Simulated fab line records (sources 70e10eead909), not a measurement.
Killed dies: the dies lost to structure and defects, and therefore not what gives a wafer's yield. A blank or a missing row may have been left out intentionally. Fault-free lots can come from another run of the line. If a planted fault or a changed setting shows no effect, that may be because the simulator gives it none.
fab line records || flow nand_harc
record {"lots": 6, "wafers": 18, "last_day": 30}
route steps=1302 shown A_DECK1_JOINT@533 A_ONON_D2@545 END@1302
lots that met no fault: from a run of the same line without faults
start_h: hours from the record's opening day to when the first of the lot's shown wafers began || wait_h: hours elapsed since this lot's preceding step || " repeats the value in the row above || L1.1+2: a single row standing in for several wafers || - either no value or no given start || * or withheld: withheld || < > ~ a bound
route shown NAME@n: a module of which the file shows steps, and the number in the route of the first || usual: average and standard deviation across the fault-free wafers || same: alike in all rows || chamber/n: place in a boat || sites: each site's reading || _std_site: standard deviation across them || _edge_site: mean of outer sites minus mean of inner sites || radius_mm: for every site, how far away it sits from the centre of the wafer || mask NAME#n: copy n || behind: the most recent tool/chamber to have shaped the wafer || hold: why the lot was held/for how many hours/how that ended || device: whichever transistor did not switch (one of n, p or np) || end of line: the route-end tests of the same wafers || step lacking rows: just its recipe || killed: dies that structure and defects cost at the first sort, which is not the same as the wafer's yield || map: the dies of a wafer, with x for killed, . for not killed, _ for no die there
set.NAME: setting as actually run; set.NAME@STEP: the setting as run at that earlier step || model.NAME: the simulator's own value behind a step, which no gauge read
lots at some steps of the route; a table a step, a row a wafer
services: when a tool's chamber went out of use (start_h, in hours from the record's first day, below 0 if earlier), for how many hours, and the reason
## steps
# step NHARC_A_DECK1_JOINT_CVD_34
# recipe {"target_thk_a": 200, "temp_c": 700, "pressure_mtorr": 300, "material": "SiNx"}
# step NHARC_A_DECK1_JOINT_DEP_06
# recipe {"target_thk_a": 800, "temp_c": 65, "material": "SiOx"}
# step NHARC_A_DECK1_JOINT_CURE_26
# recipe {"temp_c": 150, "time_s": 32, "pressure_atm": 0.395}
# step NHARC_A_DECK1_JOINT_ANNEAL_27
# recipe {"temp_c": 400, "time_s": 3600, "idle_temp_c": 300, "ramp_up_c_per_min": 10, "densification_p_h2o_torr": 640}
# step NHARC_A_DECK1_JOINT_ANNEAL_28
# recipe {"temp_c": 500, "time_s": 1800, "idle_temp_c": 400, "ramp_up_c_per_min": 10, "densification_p_h2o_torr": 640}
# step NHARC_A_DECK1_JOINT_ANNEAL_29
# recipe {"temp_c": 750, "time_s": 1800, "idle_temp_c": 500, "ramp_up_c_per_min": 10, "ramp_down_c_per_min": 3}
# step NHARC_A_DECK1_JOINT_CMP_02
# recipe {"material": "SiOx"}
# usual {"motor_current_A": "12.7/1.6", "slurry_flow_ml_min": "150.1/0.47"}
{"lot.wafer": "L394.1", "tool": "cmp-04", "chamber": 1, "start_h": 268.59, "wait_h": 0.4, "motor_current_A": 10.9, "slurry_flow_ml_min": 150.8}
{"lot.wafer": "L394.3", "tool": "cmp-04", "chamber": 2, "start_h": 268.59, "wait_h": 0.4, "motor_current_A": 13.0, "slurry_flow_ml_min": 149.7}
{"lot.wafer": "L394.6", "tool": "cmp-04", "chamber": 2, "start_h": 268.59, "wait_h": 0.4, "motor_current_A": 13.4, "slurry_flow_ml_min": 150.5}
{"lot.wafer": "L395.3", "tool": "cmp-03", "chamber": 1, "start_h": 281.94, "wait_h": 0.4, "motor_current_A": 14.1, "slurry_flow_ml_min": 150.2}
{"lot.wafer": "L395.1", "tool": "cmp-03", "chamber": 0, "start_h": 281.94, "wait_h": 0.4, "motor_current_A": 12.5, "slurry_flow_ml_min": 149.5}
{"lot.wafer": "L395.6", "tool": "cmp-03", "chamber": 1, "start_h": 281.94, "wait_h": 0.4, "motor_current_A": 13.3, "slurry_flow_ml_min": 150.3}
{"lot.wafer": "L404.1", "tool": "cmp-02", "chamber": 3, "start_h": 373.75, "wait_h": 0.4, "motor_current_A": 12.3, "slurry_flow_ml_min": 150.1}
{"lot.wafer": "L404.2", "tool": "cmp-02", "chamber": 0, "start_h": 373.75, "wait_h": 0.4, "motor_current_A": 15.6, "slurry_flow_ml_min": 150.2}
{"lot.wafer": "L404.6", "tool": "cmp-02", "chamber": 1, "start_h": 373.75, "wait_h": 0.4, "motor_current_A": 14.0, "slurry_flow_ml_min": 150.0}
{"lot.wafer": "L403.1", "tool": "cmp-04", "chamber": 3, "start_h": 373.78, "wait_h": 0.4, "motor_current_A": 11.7, "slurry_flow_ml_min": 149.3}
{"lot.wafer": "L403.5", "tool": "cmp-04", "chamber": 0, "start_h": 373.78, "wait_h": 0.4, "motor_current_A": 9.2, "slurry_flow_ml_min": 149.7}
{"lot.wafer": "L403.6", "tool": "cmp-04", "chamber": 1, "start_h": 373.78, "wait_h": 0.4, "motor_current_A": 11.7, "slurry_flow_ml_min": 150.0}
{"lot.wafer": "L406.2", "tool": "cmp-02", "chamber": 0, "start_h": 388.34, "wait_h": 0.4, "motor_current_A": 14.3, "slurry_flow_ml_min": 149.9}
{"lot.wafer": "L406.1", "tool": "cmp-02", "chamber": 1, "start_h": 388.34, "wait_h": 0.4, "motor_current_A": 13.9, "slurry_flow_ml_min": 151.0}
{"lot.wafer": "L406.4", "tool": "cmp-02", "chamber": 2, "start_h": 388.34, "wait_h": 0.4, "motor_current_A": 11.8, "slurry_flow_ml_min": 148.8}
{"lot.wafer": "L410.1", "tool": "cmp-04", "chamber": 0, "start_h": 436.49, "wait_h": 0.4, "motor_current_A": 9.2, "slurry_flow_ml_min": 150.6}
{"lot.wafer": "L410.2", "tool": "cmp-04", "chamber": 1, "start_h": 436.49, "wait_h": 0.4, "motor_current_A": 11.9, "slurry_flow_ml_min": 149.8}
{"lot.wafer": "L410.3", "tool": "cmp-04", "chamber": 2, "start_h": 436.49, "wait_h": 0.4, "motor_current_A": 12.9, "slurry_flow_ml_min": 149.6}
# step NHARC_A_DECK1_JOINT_SRD_15
# step NHARC_A_DECK1_JOINT_DEP_16
# recipe {"target_thk_a": 450, "temp_c": 400, "pressure_torr": 6.5, "rf_w": 900, "teos_flow_sccm": 161.4, "flow_sccm": 2650, "target_thk_nm": 45, "gas": "O2", "material": "SiO2"}
# usual {"heater_power_w": "528/92", "throttle_valve_pct": "15.8/0.45"}
{"lot.wafer": "L394.1", "tool": "pecvd-02", "chamber": 1, "start_h": 268.99, "wait_h": 0.1, "heater_power_w": 579, "throttle_valve_pct": 15.7}
{"lot.wafer": "L394.3", "tool": "pecvd-02", "chamber": 2, "start_h": 268.99, "wait_h": 0.1, "heater_power_w": 552, "throttle_valve_pct": 16.1}
{"lot.wafer": "L394.6", "tool": "pecvd-02", "chamber": 0, "start_h": 268.99, "wait_h": 0.1, "heater_power_w": 583, "throttle_valve_pct": 15.0}
{"lot.wafer": "L395.1", "tool": "pecvd-03", "chamber": 2, "start_h": 282.36, "wait_h": 0.1, "heater_power_w": 672, "throttle_valve_pct": 16.7}
{"lot.wafer": "L395.3", "tool": "pecvd-03", "chamber": 0, "start_h": 282.36, "wait_h": 0.1, "heater_power_w": 465, "throttle_valve_pct": 15.7}
{"lot.wafer": "L395.6", "tool": "pecvd-03", "chamber": 0, "start_h": 282.36, "wait_h": 0.1, "heater_power_w": 461, "throttle_valve_pct": 15.8}
{"lot.wafer": "L404.2", "tool": "pecvd-01", "chamber": 1, "start_h": 374.09, "wait_h": 0.1, "heater_power_w": 335, "throttle_valve_pct": 15.4}
{"lot.wafer": "L404.1", "tool": "pecvd-01", "chamber": 0, "start_h": 374.09, "wait_h": 0.1, "heater_power_w": 715, "throttle_valve_pct": 15.7}
{"lot.wafer": "L404.6", "tool": "pecvd-01", "chamber": 2, "start_h": 374.09, "wait_h": 0.1, "heater_power_w": 589, "throttle_valve_pct": 15.4}
{"lot.wafer": "L403.1", "tool": "pecvd-01", "chamber": 2, "start_h": 374.29, "wait_h": 0.3, "heater_power_w": 531, "throttle_valve_pct": 15.2}
{"lot.wafer": "L403.5", "tool": "pecvd-01", "chamber": 2, "start_h": 374.29, "wait_h": 0.3, "heater_power_w": 532, "throttle_valve_pct": 15.3}
{"lot.wafer": "L403.6", "tool": "pecvd-01", "chamber": 0, "start_h": 374.29, "wait_h": 0.3, "heater_power_w": 638, "throttle_valve_pct": 15.8}
{"lot.wafer": "L406.2", "tool": "pecvd-02", "chamber": 2, "start_h": 388.74, "wait_h": 0.1, "heater_power_w": 560, "throttle_valve_pct": 16.4}
{"lot.wafer": "L406.1", "tool": "pecvd-02", "chamber": 0, "start_h": 388.74, "wait_h": 0.1, "heater_power_w": 507, "throttle_valve_pct": 15.1}
{"lot.wafer": "L406.4", "tool": "pecvd-02", "chamber": 1, "start_h": 388.74, "wait_h": 0.1, "heater_power_w": 479, "throttle_valve_pct": 15.9}
{"lot.wafer": "L410.1", "tool": "pecvd-01", "chamber": 0, "start_h": 436.89, "wait_h": 0.1, "heater_power_w": 683, "throttle_valve_pct": 15.8}
{"lot.wafer": "L410.3", "tool": "pecvd-01", "chamber": 1, "start_h": 436.89, "wait_h": 0.1, "heater_power_w": 389, "throttle_valve_pct": 15.4}
{"lot.wafer": "L410.2", "tool": "pecvd-01", "chamber": 2, "start_h": 436.89, "wait_h": 0.1, "heater_power_w": 482, "throttle_valve_pct": 15.2}
# step NHARC_A_DECK1_JOINT_THK_MEAS_17
# recipe {"thk_meas_gauge": "ellipsometry"}
# usual {"thk_nm": "45.2/1.1"}
{"lot.wafer": "L394.1", "tool": "film_metro-02", "chamber": "-", "start_h": 269.27, "wait_h": 0.3, "thk_nm": 42.5}
{"lot.wafer": "L394.3", "tool": "film_metro-02", "chamber": "-", "start_h": 269.27, "wait_h": 0.3, "thk_nm": 46.1}
{"lot.wafer": "L394.6", "tool": "film_metro-02", "chamber": "-", "start_h": 269.27, "wait_h": 0.3, "thk_nm": 44.6}
{"lot.wafer": "L395.1", "tool": "film_metro-01", "chamber": "-", "start_h": 282.61, "wait_h": 0.2, "thk_nm": 44.9}
{"lot.wafer": "L395.3", "tool": "film_metro-01", "chamber": "-", "start_h": 282.61, "wait_h": 0.2, "thk_nm": 44.0}
{"lot.wafer": "L395.6", "tool": "film_metro-01", "chamber": "-", "start_h": 282.61, "wait_h": 0.2, "thk_nm": 45.6}
{"lot.wafer": "L404.1", "tool": "film_metro-01", "chamber": "-", "start_h": 374.37, "wait_h": 0.2, "thk_nm": 44.1}
{"lot.wafer": "L404.2", "tool": "film_metro-01", "chamber": "-", "start_h": 374.37, "wait_h": 0.2, "thk_nm": 43.7}
{"lot.wafer": "L404.6", "tool": "film_metro-01", "chamber": "-", "start_h": 374.37, "wait_h": 0.2, "thk_nm": 45.1}
{"lot.wafer": "L403.1", "tool": "film_metro-01", "chamber": "-", "start_h": 374.54, "wait_h": 0.2, "thk_nm": 46.5}
{"lot.wafer": "L403.5", "tool": "film_metro-01", "chamber": "-", "start_h": 374.54, "wait_h": 0.2, "thk_nm": 44.6}
{"lot.wafer": "L403.6", "tool": "film_metro-01", "chamber": "-", "start_h": 374.54, "wait_h": 0.2, "thk_nm": 45.9}
{"lot.wafer": "L406.1", "tool": "film_metro-01", "chamber": "-", "start_h": 389.02, "wait_h": 0.2, "thk_nm": 45.1}
{"lot.wafer": "L406.2", "tool": "film_metro-01", "chamber": "-", "start_h": 389.02, "wait_h": 0.2, "thk_nm": 46.0}
{"lot.wafer": "L406.4", "tool": "film_metro-01", "chamber": "-", "start_h": 389.02, "wait_h": 0.2, "thk_nm": 46.4}
{"lot.wafer": "L410.1", "tool": "film_metro-02", "chamber": "-", "start_h": 437.17, "wait_h": 0.3, "thk_nm": 45.8}
{"lot.wafer": "L410.2", "tool": "film_metro-02", "chamber": "-", "start_h": 437.17, "wait_h": 0.3, "thk_nm": 46.1}
{"lot.wafer": "L410.3", "tool": "film_metro-02", "chamber": "-", "start_h": 437.17, "wait_h": 0.3, "thk_nm": 46.0}
# step NHARC_A_DECK1_JOINT_INSPECT_05
# usual {"raw_defect_count": "323/130"}
{"lot.wafer": "L394.1", "tool": "defect_inspect-01", "chamber": "-", "start_h": 269.31, "wait_h": 0.0, "raw_defect_count": 280}
{"lot.wafer": "L394.3", "tool": "defect_inspect-01", "chamber": "-", "start_h": 269.31, "wait_h": 0.0, "raw_defect_count": 184}
{"lot.wafer": "L394.6", "tool": "defect_inspect-01", "chamber": "-", "start_h": 269.31, "wait_h": 0.0, "raw_defect_count": 281}
{"lot.wafer": "L395.1", "tool": "defect_inspect-01", "chamber": "-", "start_h": 282.65, "wait_h": 0.0, "raw_defect_count": 335}
{"lot.wafer": "L395.3", "tool": "defect_inspect-01", "chamber": "-", "start_h": 282.65, "wait_h": 0.0, "raw_defect_count": 611}
{"lot.wafer": "L395.6", "tool": "defect_inspect-01", "chamber": "-", "start_h": 282.65, "wait_h": 0.0, "raw_defect_count": 448}
{"lot.wafer": "L404.1", "tool": "defect_inspect-02", "chamber": "-", "start_h": 374.42, "wait_h": 0.1, "raw_defect_count": 273}
{"lot.wafer": "L404.2", "tool": "defect_inspect-02", "chamber": "-", "start_h": 374.42, "wait_h": 0.1, "raw_defect_count": 417}
{"lot.wafer": "L404.6", "tool": "defect_inspect-02", "chamber": "-", "start_h": 374.42, "wait_h": 0.1, "raw_defect_count": 282}
{"lot.wafer": "L403.1", "tool": "defect_inspect-02", "chamber": "-", "start_h": 374.57, "wait_h": 0.0, "raw_defect_count": 420}
{"lot.wafer": "L403.5", "tool": "defect_inspect-02", "chamber": "-", "start_h": 374.57, "wait_h": 0.0, "raw_defect_count": 493}
{"lot.wafer": "L403.6", "tool": "defect_inspect-02", "chamber": "-", "start_h": 374.57, "wait_h": 0.0, "raw_defect_count": 931}
{"lot.wafer": "L406.1", "tool": "defect_inspect-02", "chamber": "-", "start_h": 389.05, "wait_h": 0.0, "raw_defect_count": 321}
{"lot.wafer": "L406.2", "tool": "defect_inspect-02", "chamber": "-", "start_h": 389.05, "wait_h": 0.0, "raw_defect_count": 378}
{"lot.wafer": "L406.4", "tool": "defect_inspect-02", "chamber": "-", "start_h": 389.05, "wait_h": 0.0, "raw_defect_count": 484}
{"lot.wafer": "L410.1", "tool": "defect_inspect-01", "chamber": "-", "start_h": 437.21, "wait_h": 0.0, "raw_defect_count": 197}
{"lot.wafer": "L410.2", "tool": "defect_inspect-01", "chamber": "-", "start_h": 437.21, "wait_h": 0.0, "raw_defect_count": 336}
{"lot.wafer": "L410.3", "tool": "defect_inspect-01", "chamber": "-", "start_h": 437.21, "wait_h": 0.0, "raw_defect_count": 263}
# step NHARC_A_ONON_D2_DEP_00
# recipe {"target_thk_a": 10000, "n2_flow_sccm": 2750, "n2o_flow_sccm": 2000, "nh3_flow_sccm": 500, "sih4_flow_sccm": 210, "temp_c": 400}
{"lot.wafer": "L394.1+3+6", "tool": "pecvd_onon-03", "chamber": 0, "start_h": 269.37, "wait_h": 0.1}
{"lot.wafer": "L395.1+3+6", "tool": "pecvd_onon-04", "chamber": 0, "start_h": 282.71, "wait_h": 0.1}
{"lot.wafer": "L404.1+2+6", "tool": "pecvd_onon-04", "chamber": 0, "start_h": 374.49, "wait_h": 0.1}
{"lot.wafer": "L403.1+5+6", "tool": "pecvd_onon-04", "chamber": 0, "start_h": 374.84, "wait_h": 0.3}
{"lot.wafer": "L406.1+2+4", "tool": "pecvd_onon-02", "chamber": 0, "start_h": 389.12, "wait_h": 0.1}
{"lot.wafer": "L410.1+2+3", "tool": "pecvd_onon-02", "chamber": 0, "start_h": 437.28, "wait_h": 0.1}
# step NHARC_A_ONON_D2_THK_MEAS_02
# recipe {"thk_meas_gauge": "ellipsometry"}
# usual {"thk_nm": "1002/8.3"}
{"lot.wafer": "L394.1", "tool": "film_metro-02", "chamber": "-", "start_h": 269.89, "wait_h": "-", "hold": "-", "thk_nm": 993}
{"lot.wafer": "L394.3", "tool": "film_metro-02", "chamber": "-", "start_h": 269.89, "wait_h": "-", "hold": "-", "thk_nm": 992}
{"lot.wafer": "L394.6", "tool": "film_metro-02", "chamber": "-", "start_h": 269.89, "wait_h": "-", "hold": "-", "thk_nm": 994}
{"lot.wafer": "L395.1", "tool": "film_metro-02", "chamber": "-", "start_h": 283.22, "wait_h": "-", "hold": "-", "thk_nm": 994}
{"lot.wafer": "L395.3", "tool": "film_metro-02", "chamber": "-", "start_h": 283.22, "wait_h": "-", "hold": "-", "thk_nm": 995}
{"lot.wafer": "L395.6", "tool": "film_metro-02", "chamber": "-", "start_h": 283.22, "wait_h": "-", "hold": "-", "thk_nm": 994}
{"lot.wafer": "L404.1", "tool": "film_metro-01", "chamber": "-", "start_h": 375.00, "wait_h": "-", "hold": "await_dispo/0.2h/release", "thk_nm": 546}
{"lot.wafer": "L404.2", "tool": "film_metro-01", "chamber": "-", "start_h": 375.00, "wait_h": "-", "hold": "await_dispo/0.2h/release", "thk_nm": 546}
{"lot.wafer": "L404.6", "tool": "film_metro-01", "chamber": "-", "start_h": 375.00, "wait_h": "-", "hold": "await_dispo/0.2h/release", "thk_nm": 547}
{"lot.wafer": "L404.1", "tool": "film_metro-01", "chamber": "-", "start_h": 375.17, "wait_h": 0.2, "hold": "-", "thk_nm": 547}
{"lot.wafer": "L404.2", "tool": "film_metro-01", "chamber": "-", "start_h": 375.17, "wait_h": 0.2, "hold": "-", "thk_nm": 546}
{"lot.wafer": "L404.6", "tool": "film_metro-01", "chamber": "-", "start_h": 375.17, "wait_h": 0.2, "hold": "-", "thk_nm": 544}
{"lot.wafer": "L403.1", "tool": "film_metro-01", "chamber": "-", "start_h": 375.35, "wait_h": "-", "hold": "await_dispo/0.2h/release", "thk_nm": 533}
{"lot.wafer": "L403.5", "tool": "film_metro-01", "chamber": "-", "start_h": 375.35, "wait_h": "-", "hold": "await_dispo/0.2h/release", "thk_nm": 534}
{"lot.wafer": "L403.6", "tool": "film_metro-01", "chamber": "-", "start_h": 375.35, "wait_h": "-", "hold": "await_dispo/0.2h/release", "thk_nm": 531}
{"lot.wafer": "L403.1", "tool": "film_metro-01", "chamber": "-", "start_h": 375.52, "wait_h": 0.2, "hold": "-", "thk_nm": 533}
{"lot.wafer": "L403.5", "tool": "film_metro-01", "chamber": "-", "start_h": 375.52, "wait_h": 0.2, "hold": "-", "thk_nm": 533}
{"lot.wafer": "L403.6", "tool": "film_metro-01", "chamber": "-", "start_h": 375.52, "wait_h": 0.2, "hold": "-", "thk_nm": 533}
{"lot.wafer": "L406.1", "tool": "film_metro-01", "chamber": "-", "start_h": 389.63, "wait_h": "-", "hold": "-", "thk_nm": 998}
{"lot.wafer": "L406.2", "tool": "film_metro-01", "chamber": "-", "start_h": 389.63, "wait_h": "-", "hold": "-", "thk_nm": 1000}
{"lot.wafer": "L406.4", "tool": "film_metro-01", "chamber": "-", "start_h": 389.63, "wait_h": "-", "hold": "-", "thk_nm": 999}
{"lot.wafer": "L410.1", "tool": "film_metro-02", "chamber": "-", "start_h": 437.79, "wait_h": "-", "hold": "-", "thk_nm": 1013}
{"lot.wafer": "L410.2", "tool": "film_metro-02", "chamber": "-", "start_h": 437.79, "wait_h": "-", "hold": "-", "thk_nm": 1013}
{"lot.wafer": "L410.3", "tool": "film_metro-02", "chamber": "-", "start_h": 437.79, "wait_h": "-", "hold": "-", "thk_nm": 1012}
# step NHARC_END_SORT_01
# recipe {"temp_c": 25}
# usual {"defect_limited_yield": "91.8/2.5", "killed_at_array": "51/17", "killed_at_other": "1.0/1.2", "killed_at_periphery": "3.4/2.5", "killed_dies": "56/17", "killed_open": "3.3/2.1", "killed_short": "2.6/1.6", "sort_bin_2_pct": "2.8/1.1", "sort_bin_3_pct": "0.6/0.34", "sort_bin_4_pct": "4.9/1.5", "sort_n_pass": "621/17", "sort_rim_yield_pct": "93/4", "sort_yield_pct": "91.8/2.5"}
# same {"gross_dies": 677, "sort_bin_5_pct[%]": 0, "sort_bin_6_pct[%]": 0, "sort_bin_7_pct[%]": 0, "sort_bin_8_pct[%]": 0, "sort_rim_n_gross": 106.00}
{"lot.wafer": "L406.1", "tool": "prober-01", "chamber": 0, "start_h": 688.96, "wait_h": 2.5, "defect_limited_yield[%]": 88.8, "killed_at_array": 75, "killed_at_other": 0, "killed_at_periphery": 1, "killed_dies": 76, "killed_open": 5, "killed_short": 5, "sort_bin_2_pct[%]": 4.0, "sort_bin_3_pct[%]": 1.6, "sort_bin_4_pct[%]": 5.6, "sort_n_pass": 601, "sort_rim_yield_pct[%]": 87, "sort_yield_pct[%]": 88.8}
{"lot.wafer": "L406.2", "tool": "prober-01", "chamber": 0, "start_h": 689.76, "wait_h": 2.8, "defect_limited_yield[%]": 87.7, "killed_at_array": 79, "killed_at_other": 0, "killed_at_periphery": 4, "killed_dies": 83, "killed_open": 5, "killed_short": 0, "sort_bin_2_pct[%]": 4.0, "sort_bin_3_pct[%]": 0.7, "sort_bin_4_pct[%]": 7.5, "sort_n_pass": 594, "sort_rim_yield_pct[%]": 90, "sort_yield_pct[%]": 87.7}
{"lot.wafer": "L406.4", "tool": "prober-01", "chamber": 0, "start_h": 691.37, "wait_h": 3.4, "defect_limited_yield[%]": 90.0, "killed_at_array": 63, "killed_at_other": 0, "killed_at_periphery": 5, "killed_dies": 68, "killed_open": 5, "killed_short": 1, "sort_bin_2_pct[%]": 3.7, "sort_bin_3_pct[%]": 0.4, "sort_bin_4_pct[%]": 5.9, "sort_n_pass": 609, "sort_rim_yield_pct[%]": 88, "sort_yield_pct[%]": 90.0}
{"lot.wafer": "L410.1", "tool": "prober-01", "chamber": 0, "start_h": 720.99, "wait_h": 2.5, "defect_limited_yield[%]": 95.1, "killed_at_array": 33, "killed_at_other": 0, "killed_at_periphery": 0, "killed_dies": 33, "killed_open": 1, "killed_short": 1, "sort_bin_2_pct[%]": 1.8, "sort_bin_3_pct[%]": 0.1, "sort_bin_4_pct[%]": 3.0, "sort_n_pass": 644, "sort_rim_yield_pct[%]": 99, "sort_yield_pct[%]": 95.1}
{"lot.wafer": "L410.2", "tool": "prober-01", "chamber": 0, "start_h": 721.79, "wait_h": 2.8, "defect_limited_yield[%]": 95.6, "killed_at_array": 26, "killed_at_other": 1, "killed_at_periphery": 3, "killed_dies": 30, "killed_open": 1, "killed_short": 1, "sort_bin_2_pct[%]": 1.0, "sort_bin_3_pct[%]": 0.4, "sort_bin_4_pct[%]": 3.0, "sort_n_pass": 647, "sort_rim_yield_pct[%]": 95, "sort_yield_pct[%]": 95.6}
{"lot.wafer": "L410.3", "tool": "prober-01", "chamber": 0, "start_h": 722.59, "wait_h": 3.1, "defect_limited_yield[%]": 96.6, "killed_at_array": 22, "killed_at_other": 0, "killed_at_periphery": 1, "killed_dies": 23, "killed_open": 1, "killed_short": 5, "sort_bin_2_pct[%]": 0.9, "sort_bin_3_pct[%]": 0.3, "sort_bin_4_pct[%]": 2.2, "sort_n_pass": 654, "sort_rim_yield_pct[%]": 96, "sort_yield_pct[%]": 96.6}
# killed by level:class
L406.1 A_SLIT:chamber_film_flake=28 A_CHANNEL_HOLE_D1:chamber_film_flake=14 A_CHANNEL_HOLE_D2:chamber_film_flake=13 A_CONTACT:chamber_film_flake=4 A_CHANNEL_FILL_D2:geometric_particle:short=2 A_WL_FILL:geometric_particle:short=2 A_ZERO_WELL:chamber_film_flake=2 A_STAIRCASE:chamber_film_flake=2
L406.2 A_SLIT:chamber_film_flake=34 A_CHANNEL_HOLE_D1:chamber_film_flake=27 A_CHANNEL_HOLE_D2:chamber_film_flake=11 A_CONTACT:chamber_film_flake=3 P_BONDPAD:chamber_film_flake=2 P_CONTACT:geometric_particle:open=1 A_ONON_D1:geometric_particle:open=1 A_ONON_D2:geometric_particle:open=1
L406.4 A_SLIT:chamber_film_flake=25 A_CHANNEL_HOLE_D2:chamber_film_flake=17 A_CHANNEL_HOLE_D1:chamber_film_flake=12 P_GATE:chamber_film_flake=4 A_CONTACT:chamber_film_flake=4 A_ONON_D2:geometric_particle:open=2 P_CONTACT:geometric_particle:open=1 A_CHANNEL_FILL_D1:geometric_particle:open=1
L410.1 A_CHANNEL_HOLE_D1:chamber_film_flake=18 A_SLIT:chamber_film_flake=6 A_STAIRCASE:chamber_film_flake=2 A_WL_FILL:chamber_film_flake=2 A_WL_FILL:geometric_particle:open=1 A_M0:geometric_particle:short=1 A_DECK1_JOINT:chamber_film_flake=1 A_CHANNEL_FILL_D2:chamber_film_flake=1
L410.2 A_CHANNEL_HOLE_D1:chamber_film_flake=15 A_CONTACT:chamber_film_flake=5 P_ZERO_WELL:chamber_film_flake=2 A_SLIT:chamber_film_flake=2 A_CHANNEL_FILL_D1:geometric_particle:short=1 A_CHANNEL_FILL_D2:geometric_particle:open=1 P_CONTACT:chamber_film_flake=1 A_ZERO_WELL:chamber_film_flake=1
L410.3 A_CHANNEL_HOLE_D1:chamber_film_flake=6 A_CONTACT:chamber_film_flake=4 A_SLIT:chamber_film_flake=3 P_M0:geometric_particle:short=1 A_CHANNEL_HOLE_D1:geometric_particle:short=1 A_CHANNEL_HOLE_D1:geometric_particle:open=1 A_ONON_D2:geometric_particle:short=1 A_STAIRCASE:geometric_particle:short=1
## services
{"tool": "cmp-03", "chamber": "-", "start_h": 260.00, "hours": 4.0, "kind": "pm"}
{"tool": "pecvd-02", "chamber": 1, "start_h": 306.16, "hours": 5.6, "kind": "repair"}
{"tool": "cmp-02", "chamber": "-", "start_h": 310.53, "hours": 0.8, "kind": "repair"}
{"tool": "cmp-03", "chamber": "-", "start_h": 310.93, "hours": 6.4, "kind": "repair"}
{"tool": "pecvd_onon-04", "chamber": "-", "start_h": 311.12, "hours": 13.0, "kind": "pm"}
{"tool": "pecvd-01", "chamber": "-", "start_h": 311.57, "hours": 13.0, "kind": "pm"}
{"tool": "cmp-04", "chamber": "-", "start_h": 311.75, "hours": 4.0, "kind": "pm"}
{"tool": "cmp-03", "chamber": "-", "start_h": 324.82, "hours": 0.7, "kind": "repair"}
{"tool": "cmp-02", "chamber": "-", "start_h": 332.38, "hours": 4.0, "kind": "pm"}
{"tool": "pecvd-01", "chamber": "-", "start_h": 333.27, "hours": 1.5, "kind": "repair"}
{"tool": "cmp-04", "chamber": "-", "start_h": 354.04, "hours": 0.3, "kind": "repair"}
{"tool": "cmp-03", "chamber": "-", "start_h": 358.00, "hours": 4.0, "kind": "pm"}
{"tool": "pecvd-03", "chamber": "-", "start_h": 366.00, "hours": 13.0, "kind": "pm"}
{"tool": "pecvd_onon-02", "chamber": "-", "start_h": 366.00, "hours": 13.0, "kind": "pm"}
{"tool": "cmp-04", "chamber": "-", "start_h": 369.19, "hours": 0.9, "kind": "repair"}
{"tool": "pecvd-02", "chamber": "-", "start_h": 370.71, "hours": 1.0, "kind": "repair"}
{"tool": "pecvd-01", "chamber": "-", "start_h": 371.95, "hours": 1.1, "kind": "repair"}
{"tool": "pecvd_onon-04", "chamber": "-", "start_h": 388.29, "hours": 1.1, "kind": "repair"}
{"tool": "pecvd_onon-03", "chamber": "-", "start_h": 408.00, "hours": 13.0, "kind": "pm"}
{"tool": "pecvd-02", "chamber": "-", "start_h": 408.13, "hours": 13.0, "kind": "pm"}
{"tool": "cmp-04", "chamber": "-", "start_h": 409.75, "hours": 4.0, "kind": "pm"}
{"tool": "cmp-04", "chamber": "-", "start_h": 427.95, "hours": 2.5, "kind": "repair"}
{"tool": "cmp-02", "chamber": "-", "start_h": 430.49, "hours": 4.0, "kind": "pm"}
{"tool": "cmp-04", "chamber": "-", "start_h": 436.84, "hours": 49.3, "kind": "repair"}
## key
first_sign {"step": "NHARC_A_ONON_D2_THK_MEAS_02", "reading": "visit", "direction": "added"}
effect {"step": "NHARC_A_ONON_D2_THK_MEAS_02", "reading": "thk_nm", "direction": "down", "sigmas": 56, "usual": 1002, "struck": 539}
met_at NHARC_A_ONON_D2_DEP_00
struck_wafers L403.1,L403.5,L403.6,L404.1,L404.2,L404.6
scrapped_behind NHARC_A_ONON_D2_THK_MEAS_02 L403.1,L403.5,L403.6,L404.1,L404.2,L404.6
onset_between 282.71 374.49
fault {"kind": "process_parameter_drift", "tool": "pecvd_onon-04", "chamber": 0, "onset_h": 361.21, "steps": "NHARC_A_ONON_D2_DEP_00", "channel": "target_thk_a", "offset": "*", "shape": "step", "end_h": 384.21, "acts_in": "*", "stated": "*"}
